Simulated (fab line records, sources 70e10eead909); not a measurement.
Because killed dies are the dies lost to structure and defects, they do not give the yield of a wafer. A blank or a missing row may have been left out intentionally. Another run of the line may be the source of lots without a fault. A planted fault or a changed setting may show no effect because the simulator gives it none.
2 desks, one fault | flow nand harc | every desk sees just its own numbers, and what lay behind them comes last

THE METROLOGY DESK
Lot by lot, what the gauges showed, no matter which tool ran the lot: averages of those sampled wafers that carry a number. If a lot's mean is further than 4 standard deviations from the usual mean, the lot is out of limits and carries the mark OUT (the distance appears in the brackets).
Columns: A = overlay x nm at NHARC_P_M0_OVL_MEAS_10, usual 0.1 nm; B = overlay y nm at NHARC_P_M0_OVL_MEAS_10, usual -0.1 nm; C = cd nm at NHARC_P_M1_CD_MEAS_09, usual 130.1 nm; D = overlay x nm at NHARC_P_M1_OVL_MEAS_10, usual 0.1 nm; E = overlay y nm at NHARC_P_M1_OVL_MEAS_10, usual 0.0 nm
lot  | first seen here | A    | B    | C               | D    | E
L774 | day 5 14:50     | 1.4  | -0.2 | 131.1           | 0.7  | 1.3
L775 | day 6 04:59     | 0.1  | 0.3  | 130.9           | -0.2 | 0.0
L779 | day 7 09:01     | -0.8 | -0.9 | 129.3           | -0.8 | -0.2
L781 | day 7 13:37     | 0.8  | -0.1 | 130.2           | -0.4 | -0.9
L782 | day 7 17:03     | 0.7  | -0.6 | 129.4           | -0.1 | -0.2
L783 | day 7 17:12     | 0.8  | -0.2 | 130.5           | 1.3  | -1.2
L784 | day 8 09:08     | -0.4 | -1.1 | 130.1           | 1.0  | -0.4
L790 | day 9 21:15     | 0.6  | -0.5 | 166.0 (+60) OUT | -0.1 | -0.1
L792 | day 10 00:23    | -1.5 | 0.1  | 166.0 (+60) OUT | 0.2  | -0.6
L793 | day 10 07:25    | -0.4 | -0.4 | 166.7 (+61) OUT | 0.6  | -0.0
L796 | day 11 06:32    | -0.0 | 0.6  | 129.7           | 0.8  | 0.1
This desk's finding: out of limits on L790, L792, L793; first on L790, day 10 02:11 (cd nm at NHARC_P_M1_CD_MEAS_09). L774, L775, L779, L781, L782, L783, L784, L796: within limits.

TOOL OWNER'S DESK, litho track-01
The tool's own readings at NHARC_P_M1_PEB_07 (peb time 65 s): means of the sampled wafers that have a number, for each lot that ran on this tool. If a lot's mean is further than 4 standard deviations from the usual mean, the lot is out of limits and carries the mark OUT (the distance appears in the brackets).
Columns: A = chill plate temp C at NHARC_P_M1_PEB_07, usual 23.01 C; B = heater power total W at NHARC_P_M1_PEB_07, usual 156.6 W; C = plate temp C at NHARC_P_M1_PEB_07, usual 100.00 C
lot  | first seen here | A     | B               | C
L774 | day 5 19:04     | 23.13 | 156.6           | 99.86
L779 | day 7 12:57     | 22.86 | 156.5           | 100.10
L782 | day 7 20:56     | 23.20 | 156.9           | 100.06
L790 | day 10 02:06    | 22.98 | 186.9 (+74) OUT | 114.09 (+99 or more) OUT
L792 | day 10 04:20    | 22.90 | 186.6 (+73) OUT | 113.95 (+99 or more) OUT
L793 | day 10 12:11    | 22.99 | 187.1 (+74) OUT | 113.89 (+99 or more) OUT
This desk's finding: out of limits on L790, L792, L793; first on L790, day 10 02:06 (heater power total W at NHARC_P_M1_PEB_07). L774, L779, L782: within limits.

TAKEN TOGETHER
At day 10 02:06, on L790, L792, L793, the tool owner's desk was in a position to raise an alarm.
On L790, L792, L793, the metrology desk was in a position to raise an alarm at day 10 02:11.
Every lot named ran NHARC_P_M1_PEB_07 on litho track-01.

WHAT THE SIMULATOR HAD INSERTED
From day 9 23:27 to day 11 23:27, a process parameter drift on litho track-01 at NHARC_P_M1_PEB_07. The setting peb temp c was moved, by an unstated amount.
Shown lots that were struck: L790, L792, L793.
Hours from the fault's start to each desk's first reading out of limits: the tool owner's desk, 3; the metrology desk, 3.
